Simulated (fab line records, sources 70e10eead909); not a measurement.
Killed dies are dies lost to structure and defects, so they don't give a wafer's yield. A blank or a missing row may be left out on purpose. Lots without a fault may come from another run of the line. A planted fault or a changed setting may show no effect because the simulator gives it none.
fab line records | flow nand_harc
record lots=24 wafers=72 last_day=34
route steps=1302 shown P_M0@283 P_M2@329 P_BONDPAD@369
lots that met no fault: from a run of the same line without faults
start_h: hours from the record's first day to the start of the lot's first wafer shown | wait_h: hours since the lot's step before | " the same as in the row above | L1.1+2: a row that stands for several wafers | - no value, or no start given | * or withheld: withheld | < > ~ a bound
route shown NAME@n: a module of which the file shows steps, and the number in the route of the first | usual: mean/standard deviation of fault-free wafers | same: alike in all rows | chamber/n: place in a boat | sites: the reading at each site | _std_site: their standard deviation | _edge_site: outer sites' mean less inner sites' | radius_mm: how far each site lies from the wafer's centre | mask NAME#n: copy n | behind: the tool/chamber that last shaped the wafer | hold: why the lot was held/for how many hours/how that ended | device: the transistor (n, p or np) that didn't switch | end of line: the same wafers' tests at the end of the route | a step without rows: its recipe alone | killed: dies lost to structure and defects at the first sort, not the wafer's yield | map: a wafer's dies, x killed, . not, _ none there
set.NAME: the setting as run; set.NAME@STEP: as run at that earlier step | model.NAME: the simulator's own value behind a step, which no gauge read
steps of the route over a sample of lots; a table a step, a row a wafer
services: from which hour (start_h, from the record's first day; less than 0 if before it) a tool's chamber was out of use, for how many hours, and why
## steps
# step NHARC_P_M0_PRE_CLEAN_31
# recipe time_s=12 temp_c=370 rf_power_w=300 gas=NH3
# usual heater_power_outer_w=367/57 heater_power_w=641/96
# columns lot.wafer tool chamber start_h wait_h heater_power_outer_w heater_power_w
L074.3 pecvd-02 1 126.20 0.1 395 703
L074.5 " 0 " " 410 710
L074.6 " 1 " " 393 697
L076.3 pecvd-03 0 140.32 0.3 297 562
L076.2 " 1 " " 342 569
L076.6 " 0 " " 291 567
L075.2 pecvd-03 1 140.94 0.2 267 512
L075.6 " 0 " " 338 618
L075.5 " 1 " " 265 514
L077.2 pecvd-03 2 151.96 0.1 459 811
L077.5 " 0 " " 276 538
L077.6 " 1 " " 307 563
L078.1 pecvd-02 0 165.10 0.1 452 757
L078.6 " 0 " " 455 773
L078.4 " 1 " " 387 690
L079.1 pecvd-02 1 175.47 0.1 399 709
L079.3 " 2 " " 286 497
L079.5 " 0 " " 458 769
L080.3 pecvd-01 2 183.42 0.1 355 594
L080.2 " 0 " " 355 575
L080.1 " 1 " " 390 645
L081.1 pecvd-02 2 198.66 0.1 298 511
L081.3 " 0 " " 458 772
L081.6 " 1 " " 352 635
L082.2 pecvd-02 1 199.51 0.1 371 665
L082.4 " 1 " " 374 678
L082.6 " 0 " " 379 695
L083.2 pecvd-01 0 213.07 0.1 358 569
L083.4 " 2 " " 390 638
L083.5 " 2 " " 392 641
L084.2 pecvd-03 1 222.04 0.1 365 656
L084.1 " 0 " " 346 634
L084.4 " 0 " " 345 641
L085.3 pecvd-03 0 235.57 0.1 283 562
L085.2 " 2 " " 469 827
L085.4 " 0 " " 289 556
L086.2 pecvd-01 2 239.34 0.1 377 608
L086.5 " 0 " " 340 576
L086.4 " 1 " " 384 616
L087.1 pecvd-01 2 252.29 0.1 359 590
L087.3 " 0 " " 338 578
L087.2 " 1 " " 349 579
L089.2 pecvd-03 0 270.85 0.1 345 616
L089.1 " 1 " " 352 654
L089.5 " 0 " " 345 628
L088.1 pecvd-02 0 276.35 0.1 471 761
L088.3 " 1 " " 331 626
L088.2 " 2 " " 307 514
L090.2 pecvd-02 2 282.88 0.1 334 531
L090.5 " 0 " " 431 757
L090.6 " 1 " " 392 744
L091.1 pecvd-03 0 298.39 0.1 330 611
L091.3 " 1 " " 313 584
L091.5 " 0 " " 334 615
L092.1 pecvd-02 2 308.52 0.1 322 550
L092.4 " 2 " " 327 541
L092.6 " 0 " " 379 676
L093.2 pecvd-03 0 313.16 0.1 286 559
L093.3 " 1 " " 359 661
L093.5 " 2 " " 437 790
L094.3 pecvd-01 0 324.46 0.1 331 542
L094.4 " 0 " " 329 543
L094.6 " 2 " " 333 536
L095.1 pecvd-02 0 330.13 0.1 478 793
L095.5 " 1 " " 382 702
L095.4 " 2 " " 322 532
L097.3 pecvd-03 1 352.34 0.1 322 597
L097.4 " 2 " " 461 815
L097.6 " 1 " " 315 586
L096.2 pecvd-01 2 377.86 0.3 387 607
L096.3 " 1 " " 347 578
L096.6 " 0 " " 338 561
# step NHARC_P_M2_OVL_MEAS_10
# recipe pitch_nm=340
# usual overlay_x_nm=0.2/0.93 overlay_y_nm=0.1/0.83
# columns lot.wafer tool chamber start_h wait_h overlay_x_nm overlay_y_nm
L074.3 overlay-01 - 131.60 - -0.5 0.9
L074.5 " - " " 0.5 1.2
L074.6 " - " " 0.0 1.2
L076.2 overlay-02 - 145.62 - 0.4 -0.5
L076.3 " - " " 0.5 -0.1
L076.6 " - " " 0.8 -0.2
L075.2 overlay-01 - 146.50 - 0.3 0.4
L075.5 " - " " 0.7 0.3
L075.6 " - " " 0.7 -0.3
L077.2 overlay-02 - 157.54 - 2.2 0.5
L077.5 " - " " 1.6 0.6
L077.6 " - " " 2.0 0.6
L078.1 overlay-01 - 170.53 - -0.2 -0.1
L078.4 " - " " 0.3 0.2
L078.6 " - " " 0.2 -0.6
L079.1 overlay-01 - 181.20 - 0.3 0.8
L079.3 " - " " 0.5 1.4
L079.5 " - " " 0.2 0.6
L080.1 overlay-01 - 188.71 - 0.9 -1.3
L080.2 " - " " 1.1 -1.6
L080.3 " - " " 0.9 -1.2
L081.1 overlay-02 - 204.13 - -0.2 -0.2
L081.3 " - " " -0.6 -0.5
L081.6 " - " " 0.1 0.1
L082.2 overlay-02 - 205.09 - 0.7 -0.9
L082.4 " - " " 1.3 -0.9
L082.6 " - " " 1.8 -0.7
L083.2 overlay-02 - 218.74 - 0.5 0.1
L083.4 " - " " 0.8 0.4
L083.5 " - " " 0.4 0.4
L084.1 overlay-02 - 227.65 - 1.1 0.6
L084.2 " - " " 0.7 0.6
L084.4 " - " " 0.9 0.7
L085.2 overlay-01 - 241.17 - -0.8 0.1
L085.3 " - " " -0.8 -0.1
L085.4 " - " " -0.2 0.4
L086.2 overlay-01 - 244.79 - 1.0 0.7
L086.4 " - " " 1.3 0.9
L086.5 " - " " 0.6 1.3
L087.1 overlay-01 - 257.93 - 0.0 -0.5
L087.2 " - " " -1.1 -1.1
L087.3 " - " " -0.7 -1.0
L089.1 overlay-02 - 276.28 - -1.8 0.1
L089.2 " - " " -1.6 -0.1
L089.5 " - " " -1.5 0.3
L088.1 overlay-01 - 282.09 - -1.4 0.5
L088.2 " - " " -0.5 0.8
L088.3 " - " " -1.0 0.8
L090.2 overlay-01 - 288.61 - -2.2 0.7
L090.5 " - " " -2.1 0.5
L090.6 " - " " -2.5 0.0
L091.1 overlay-02 - 303.97 - -0.7 1.1
L091.3 " - " " -0.8 1.7
L091.5 " - " " -0.5 1.0
L092.1 overlay-01 - 314.09 - 1.0 0.4
L092.4 " - " " 1.5 0.4
L092.6 " - " " 1.0 0.8
L093.2 overlay-01 - 318.68 - -0.2 -0.2
L093.3 " - " " -0.1 -0.2
L093.5 " - " " 0.1 -0.7
L094.3 overlay-02 - 330.12 - 0.8 -0.2
L094.4 " - " " 0.3 -0.7
L094.6 " - " " -0.3 -0.2
L095.1 overlay-02 - 335.70 - 0.1 1.6
L095.4 " - " " 0.8 1.6
L095.5 " - " " 0.3 1.8
L097.3 overlay-02 - 357.69 - 0.4 0.4
L097.4 " - " " 0.2 0.0
L097.6 " - " " 0.3 0.1
L096.2 overlay-01 - 383.47 - 0.7 -1.3
L096.3 " - " " 0.5 -1.5
L096.6 " - " " 0.8 -0.9
# step NHARC_P_M2_PVD_21
# recipe target_thk_a=300 chamber_pressure_pa=5 power_w=5000 substrate_temp_c=30 time_s=20.49 material=Cu
# usual chamber_pressure_pa=4.999/0.011 throttle_valve_pct=30.5/1.2
# columns lot.wafer tool chamber start_h wait_h chamber_pressure_pa throttle_valve_pct
L074.3 pvd_sputter-03 - - - 5.010 30.9
L074.5 " - " " 4.999 32.0
L074.6 " - " " 4.993 30.8
L076.2 pvd_sputter-01 - - - 5.012 27.5
L076.3 " - " " 5.007 29.2
L076.6 " - " " 4.998 31.6
L075.2 pvd_sputter-03 - - - 5.001 31.1
L075.5 " - " " 5.008 31.1
L075.6 " - " " 4.996 32.0
L077.2 pvd_sputter-02 - - - 4.997 29.8
L077.5 " - " " 4.989 30.2
L077.6 " - " " 5.005 31.2
L078.4 pvd_sputter-01 - - - 5.017 27.6
L078.1 " - " " 4.984 29.4
L078.6 " - " " 5.005 31.3
L079.3 pvd_sputter-02 - - - 4.987 30.4
L079.1 " - " " 4.991 30.2
L079.5 " - " " 5.014 31.1
L080.3 pvd_sputter-01 - - - 4.993 31.3
L080.1 " - " " 4.990 27.3
L080.2 " - " " 5.019 29.4
L081.1 pvd_sputter-03 - - - 4.989 31.3
L081.3 " - " " 4.992 31.5
L081.6 " - " " 4.997 31.2
L082.2 pvd_sputter-02 - - - 4.991 29.8
L082.4 " - " " 5.002 30.2
L082.6 " - " " 4.995 30.3
L083.2 pvd_sputter-03 - - - 4.998 31.2
L083.4 " - " " 4.982 31.1
L083.5 " - " " 4.989 31.8
L084.4 pvd_sputter-02 - - - 4.998 30.3
L084.2 " - " " 5.000 31.1
L084.1 " - " " 5.006 30.2
L085.2 pvd_sputter-02 - - - 4.977 30.2
L085.3 " - " " 4.992 30.2
L085.4 " - " " 4.986 30.0
L086.2 pvd_sputter-02 - - - 5.014 30.0
L086.4 " - " " 4.990 31.1
L086.5 " - " " 5.016 30.1
L087.3 pvd_sputter-01 - - - 5.003 30.6
L087.2 " - " " 4.998 30.2
L087.1 " - " " 4.987 31.8
L089.2 pvd_sputter-02 - - - 4.994 31.0
L089.1 " - " " 5.008 30.1
L089.5 " - " " 5.004 30.4
L088.2 pvd_sputter-01 - - - 4.980 31.5
L088.1 " - " " 4.980 27.4
L088.3 " - " " 4.994 30.1
L090.2 pvd_sputter-01 - - - 4.994 31.4
L090.6 " - " " 4.995 31.5
L090.5 " - " " 4.998 27.2
L091.1 pvd_sputter-01 - - - 4.997 30.1
L091.3 " - " " 5.006 31.7
L091.5 " - " " 5.005 27.5
L092.1 pvd_sputter-01 - - - 5.005 30.2
L092.4 " - " " 5.018 27.3
L092.6 " - " " 5.014 30.0
L093.3 pvd_sputter-02 - - - 5.007 30.3
L093.2 " - " " 4.976 30.2
L093.5 " - " " 5.007 31.4
L094.3 pvd_sputter-02 - - - 5.009 30.2
L094.4 " - " " 4.987 31.2
L094.6 " - " " 5.015 30.3
L095.4 pvd_sputter-02 - - - 4.994 30.5
L095.1 " - " " 5.014 30.4
L095.5 " - " " 5.011 31.2
L097.3 pvd_sputter-03 - - - 4.982 31.8
L097.4 " - " " 5.024 31.7
L097.6 " - " " 4.995 31.7
L096.3 pvd_sputter-01 - - - 5.007 27.3
L096.2 " - " " 4.991 30.6
L096.6 " - " " 5.011 30.2
# step NHARC_P_M2_THK_MEAS_24
# recipe thk_meas_gauge=xrf
# usual thk_nm=144.0/1.5
# columns lot.wafer tool chamber start_h wait_h thk_nm
L074.3 film_metro-02 - 134.11 - 141.9
L074.5 " - " " 138.2
L074.6 " - " " 141.9
L076.2 film_metro-02 - 148.36 - 143.9
L076.3 " - " " 143.4
L076.6 " - " " 144.8
L075.2 film_metro-01 - 149.11 - 141.3
L075.5 " - " " 143.7
L075.6 " - " " 142.6
L077.2 film_metro-01 - 160.07 - 146.6
L077.5 " - " " 144.3
L077.6 " - " " 146.1
L078.1 film_metro-01 - 173.12 - 143.3
L078.4 " - " " 144.1
L078.6 " - " " 144.8
L079.1 film_metro-02 - 183.77 - 140.2
L079.3 " - " " 141.6
L079.5 " - " " 144.2
L080.1 film_metro-02 - 191.23 - 145.5
L080.2 " - " " 141.4
L080.3 " - " " 143.0
L081.1 film_metro-01 - 206.66 - 142.9
L081.3 " - " " 142.7
L081.6 " - " " 141.8
L082.2 film_metro-02 - 207.61 - 144.3
L082.4 " - " " 145.1
L082.6 " - " " 146.1
L083.2 film_metro-02 - 221.26 - 146.0
L083.4 " - " " 142.8
L083.5 " - " " 144.4
L084.1 film_metro-01 - 230.16 - 143.9
L084.2 " - " " 145.4
L084.4 " - " " 147.1
L085.2 film_metro-02 - 243.71 - 145.5
L085.3 " - " " 145.3
L085.4 " - " " 144.2
L086.2 film_metro-01 - 247.30 - 142.8
L086.4 " - " " 145.1
L086.5 " - " " 145.4
L087.1 film_metro-01 - 260.44 - 145.2
L087.2 " - " " 144.2
L087.3 " - " " 144.7
L089.1 film_metro-01 - 278.82 - 143.7
L089.2 " - " " 143.6
L089.5 " - " " 144.2
L088.1 film_metro-01 - 284.67 - 144.6
L088.2 " - " " 143.5
L088.3 " - " " 143.3
L090.2 film_metro-02 - 291.22 - 146.5
L090.5 " - " " 146.0
L090.6 " - " " 141.5
L091.1 film_metro-02 - 306.46 - 145.2
L091.3 " - " " 143.4
L091.5 " - " " 144.7
L092.1 film_metro-01 - 316.73 - 144.2
L092.4 " - " " 145.2
L092.6 " - " " 141.6
L093.2 film_metro-02 - 321.19 - 141.7
L093.3 " - " " 141.7
L093.5 " - " " 140.2
L094.3 film_metro-02 - 332.63 - 144.6
L094.4 " - " " 144.9
L094.6 " - " " 145.0
L095.1 film_metro-01 - 338.21 - 145.2
L095.4 " - " " 142.0
L095.5 " - " " 143.1
L097.3 film_metro-02 - 360.23 - 143.7
L097.4 " - " " 144.8
L097.6 " - " " 144.2
L096.2 film_metro-01 - 385.99 - 146.8
L096.3 " - " " 144.8
L096.6 " - " " 145.1
# step NHARC_P_M2_PRE_CLEAN_32
# recipe time_s=12 temp_c=370 rf_power_w=300 gas=NH3
# usual heater_power_outer_w=376/54 heater_power_w=649/91
# columns lot.wafer tool chamber start_h wait_h heater_power_outer_w heater_power_w
L074.3 pecvd-02 2 134.33 0.1 354 576
L074.5 " 2 " " 358 571
L074.6 " 0 " " 432 746
L076.2 pecvd-03 2 148.58 0.1 463 838
L076.3 " 0 " " 308 581
L076.6 " 1 " " 310 570
L075.2 pecvd-02 1 149.33 0.1 402 716
L075.5 " 1 " " 394 689
L075.6 " 2 " " 325 539
L077.2 pecvd-02 0 160.32 0.1 393 677
L077.6 " 0 " " 393 675
L077.5 " 1 " " 393 692
L078.1 pecvd-01 2 173.37 0.1 417 675
L078.6 " 0 " " 360 592
L078.4 " 1 " " 380 611
L079.3 pecvd-01 0 184.16 0.2 364 600
L079.1 " 1 " " 360 582
L079.5 " 1 " " 360 581
L080.3 pecvd-02 2 191.45 0.1 285 485
L080.2 " 0 " " 380 675
L080.1 " 1 " " 408 729
L081.1 pecvd-03 2 206.88 0.1 475 815
L081.3 " 1 " " 358 676
L081.6 " 1 " " 367 659
L082.2 pecvd-01 2 207.85 0.1 404 681
L082.6 " 2 " " 426 667
L082.4 " 0 " " 337 570
L083.2 pecvd-02 0 221.51 0.1 461 768
L083.4 " 1 " " 328 628
L083.5 " 2 " " 313 536
L084.2 pecvd-03 2 230.40 0.1 432 781
L084.1 " 0 " " 324 614
L084.4 " 1 " " 308 581
L085.3 pecvd-03 1 244.08 0.2 322 621
L085.2 " 2 " " 464 771
L085.4 " 1 " " 323 613
L086.2 pecvd-01 2 247.55 0.1 411 691
L086.5 " 0 " " 343 577
L086.4 " 1 " " 385 597
L087.2 pecvd-03 1 260.67 0.1 293 568
L087.1 " 2 " " 448 796
L087.3 " 0 " " 340 622
L089.2 pecvd-02 2 279.04 0.1 312 504
L089.1 " 1 " " 397 730
L089.5 " 2 " " 312 507
L088.2 pecvd-01 2 284.89 0.1 398 635
L088.1 " 0 " " 349 584
L088.3 " 1 " " 363 592
L090.2 pecvd-02 2 291.45 0.1 357 564
L090.6 " 2 " " 360 577
L090.5 " 0 " " 474 786
L091.1 pecvd-01 0 306.80 0.2 360 599
L091.3 " 1 " " 377 610
L091.5 " 1 " " 367 619
L092.1 pecvd-02 2 316.96 0.1 365 564
L092.4 " 2 " " 352 569
L092.6 " 0 " " 464 800
L093.3 pecvd-02 0 322.24 0.9 398 700
L093.2 " 1 " " 414 732
L093.5 " 0 " " 391 705
L094.3 pecvd-03 2 332.86 0.1 515 881
L094.4 " 1 " " 369 685
L094.6 " 2 " " 509 886
L095.1 pecvd-02 2 338.44 0.1 333 543
L095.4 " 2 " " 342 536
L095.5 " 0 " " 415 706
L097.3 pecvd-03 1 360.50 0.1 351 629
L097.6 " 0 " " 322 613
L097.4 " 1 " " 350 635
L096.2 pecvd-01 0 386.22 0.1 385 603
L096.3 " 2 " " 358 584
L096.6 " 0 " " 370 627
# step NHARC_P_BONDPAD_ETCH_12
# recipe target_depth_a=2000 time_s=100 chf3_flow_sccm=50 o2_flow_sccm=10 ar_flow_sccm=200 rf_w=500 bias_w=200 chemistry=CHF3/O2
# usual drypump_motor_current_A=5.74/0.3 oes_product_au=0.947/0.022 rf_vpp_V=370.8/2.5 showerhead_plenum_p_Torr=2.41/0.1 throttle_valve_pct=20.573/0.01
# columns lot.wafer tool chamber start_h wait_h drypump_motor_current_A oes_product_au rf_hours_counter_h rf_vpp_V showerhead_plenum_p_Torr throttle_valve_pct
L074.3 rie_diel-10 3 - - 5.40 0.934 4.1 371.6 2.42 20.560
L074.6 " 3 " " 5.38 0.924 - 368.3 2.42 20.579
L074.5 " 0 " " 6.20 0.929 - 368.3 2.28 20.576
L076.2 rie_diel-03 2 - - 5.56 0.913 1.6 374.9 2.56 20.591
L076.3 " 0 " " 5.74 0.926 1.3 373.9 2.56 20.580
L076.6 " 2 " " 5.57 0.917 - 373.9 2.56 20.562
L075.2 rie_diel-08 0 - - 5.43 0.921 6.9 372.7 2.46 20.583
L075.6 " 2 " " 6.01 0.931 - 366.8 2.27 20.566
L075.5 " 3 " " 6.19 0.916 - 371.7 2.38 20.561
L077.2 rie_diel-10 3 - - 5.40 0.981 5.5 369.6 2.42 20.574
L077.5 " 0 " " 6.17 0.971 - 369.0 2.28 20.581
L077.6 " 1 " " 5.78 0.964 - 371.7 2.46 20.573
L078.1 rie_diel-03 2 - - 5.58 0.948 2.1 374.2 2.56 20.568
L078.6 " 2 " " 5.57 0.946 - 373.8 2.56 20.574
L078.4 " 1 " " 5.74 0.955 - 372.2 2.41 20.574
L079.1 rie_diel-08 1 - - 5.39 0.919 10.2 372.7 2.51 20.543
L079.3 " 2 " " 5.99 0.932 10.9 367.4 2.27 20.569
L079.5 " 1 " " 5.39 0.925 - 371.7 2.51 20.573
L080.2 rie_diel-03 3 - - 5.67 0.978 2.8 366.8 2.29 20.590
L080.1 " 1 " " 5.75 0.966 2.7 371.3 2.41 20.589
L080.3 " 2 " " 5.57 0.968 2.9 372.8 2.56 20.573
L081.3 rie_diel-08 2 - - 6.02 0.969 0.1 367.7 2.27 20.567
L081.1 " 0 " " 5.42 0.961 0.1 370.8 2.46 20.580
L081.6 " 2 " " 6.01 0.970 - 367.7 2.27 20.560
L082.2 rie_diel-08 0 - - 5.41 0.970 0.2 371.5 2.46 20.555
L082.4 " 0 " " 5.42 0.964 - 372.2 2.46 20.574
L082.6 " 3 " " 6.19 0.973 - 370.4 2.38 20.580
L083.4 rie_diel-08 3 - - 6.16 0.920 0.6 369.8 2.38 20.553
L083.2 " 0 " " 5.40 0.914 0.6 371.8 2.46 20.567
L083.5 " 3 " " 6.19 0.925 - 369.3 2.38 20.572
L084.1 rie_diel-10 3 - - 5.40 0.927 9.2 372.1 2.42 20.593
L084.2 " 2 " " 5.60 0.922 8.1 373.7 2.57 20.571
L084.4 " 2 " " 5.61 0.925 - 374.5 2.57 20.577
L085.2 rie_diel-08 1 - - 5.44 0.978 1.5 374.2 2.51 20.577
L085.3 " 2 " " 6.00 0.966 2.1 367.7 2.27 20.581
L085.4 " 3 " " 6.17 0.968 2.1 369.6 2.38 20.543
L086.2 rie_diel-08 1 - - 5.42 0.919 2.0 372.6 2.51 20.570
L086.4 " 3 " " 6.16 0.922 2.9 369.2 2.38 20.562
L086.5 " 0 " " 5.43 0.926 - 371.5 2.45 20.572
L087.1 rie_diel-10 3 - - 5.40 0.959 0.7 371.4 2.42 20.584
L087.2 " 1 " " 5.76 0.968 0.8 373.5 2.46 20.578
L087.3 " 2 " " 5.61 0.972 0.8 372.2 2.57 20.575
L089.2 rie_diel-10 2 - - 5.59 0.944 1.8 375.5 2.57 20.576
L089.1 " 3 " " 5.38 0.932 1.6 370.4 2.42 20.577
L089.5 " 2 " " 5.58 0.933 - 373.3 2.57 20.571
L088.2 rie_diel-10 3 - - 5.37 0.958 1.9 371.3 2.42 20.573
L088.1 " 0 " " 6.17 0.964 1.8 366.3 2.28 20.571
L088.3 " 1 " " 5.76 0.931 1.6 372.0 2.46 20.574
L090.2 rie_diel-10 2 - - 5.61 0.925 2.3 374.8 2.56 20.572
L090.6 " 2 " " 5.59 0.935 - 374.9 2.56 20.576
L090.5 " 3 " " 5.39 0.927 - 371.1 2.42 20.565
L091.3 rie_diel-03 3 - - 5.66 0.977 0.3 367.1 2.29 20.599
L091.1 " 1 " " 5.76 0.977 0.3 372.4 2.41 20.569
L091.5 " 0 " " 5.73 0.980 - 374.3 2.56 20.572
L092.1 rie_diel-10 3 - - 5.39 0.960 4.2 371.1 2.42 20.574
L092.4 " 0 " " 6.24 0.973 3.8 367.8 2.28 20.581
L092.6 " 0 " " 6.22 0.967 - 366.4 2.28 20.563
L093.2 rie_diel-08 3 - - 6.20 0.931 8.1 370.4 2.38 20.560
L093.3 " 2 " " 6.01 0.930 8.0 368.0 2.27 20.569
L093.5 " 3 " " 6.19 0.929 - 370.2 2.37 20.575
L094.3 rie_diel-03 1 - - 5.74 0.962 1.0 370.7 2.41 20.576
L094.4 " 3 " " 5.67 0.965 0.9 368.6 2.29 20.580
L094.6 " 1 " " 5.74 0.955 - 371.8 2.41 20.577
L095.4 rie_diel-03 2 - - 5.57 0.929 1.1 373.9 2.55 20.563
L095.1 " 0 " " 5.76 0.937 1.2 373.0 2.56 20.566
L095.5 " 3 " " 5.64 0.920 - 367.6 2.29 20.587
L097.4 rie_diel-10 2 - - 5.60 0.927 7.4 373.5 2.56 20.570
L097.3 " 0 " " 6.24 0.917 6.7 366.8 2.28 20.574
L097.6 " 2 " " 5.61 0.921 - 373.6 2.56 20.567
L096.3 rie_diel-08 1 - - 5.40 0.967 0.6 372.9 2.51 20.582
L096.2 " 3 " " 6.17 0.966 0.2 369.6 2.37 20.571
L096.6 " 1 " " 5.40 0.959 - 371.9 2.51 20.570
## services
# columns tool chamber start_h hours kind
pvd_sputter-02 - 104.00 10.0 pm
rie_diel-10 2 106.18 4.6 repair
pecvd-01 - 130.23 13.0 pm
pecvd-01 1 143.45 5.6 repair
pecvd-03 - 185.11 13.0 pm
pecvd-01 - 187.88 0.6 repair
rie_diel-08 - 190.80 9.0 pm
rie_diel-08 1 205.62 5.8 repair
pvd_sputter-01 - 211.88 1.0 repair
pecvd-01 1 212.20 16.5 repair
pvd_sputter-01 - 214.40 1.0 repair
pvd_sputter-01 - 226.00 10.0 pm
pecvd-02 - 227.29 13.0 pm
rie_diel-10 1 230.50 19.0 repair
rie_diel-10 - 242.50 9.0 pm
pvd_sputter-02 - 258.19 1.1 repair
rie_diel-10 1 276.91 7.7 repair
pvd_sputter-02 - 282.01 10.0 pm
rie_diel-10 2 297.69 3.4 repair
pvd_sputter-01 - 302.94 0.7 repair
pecvd-02 - 306.57 1.1 repair
pecvd-01 - 311.23 13.0 pm
pecvd-01 1 352.31 12.5 repair
pecvd-03 - 366.24 13.0 pm
## key
fault none
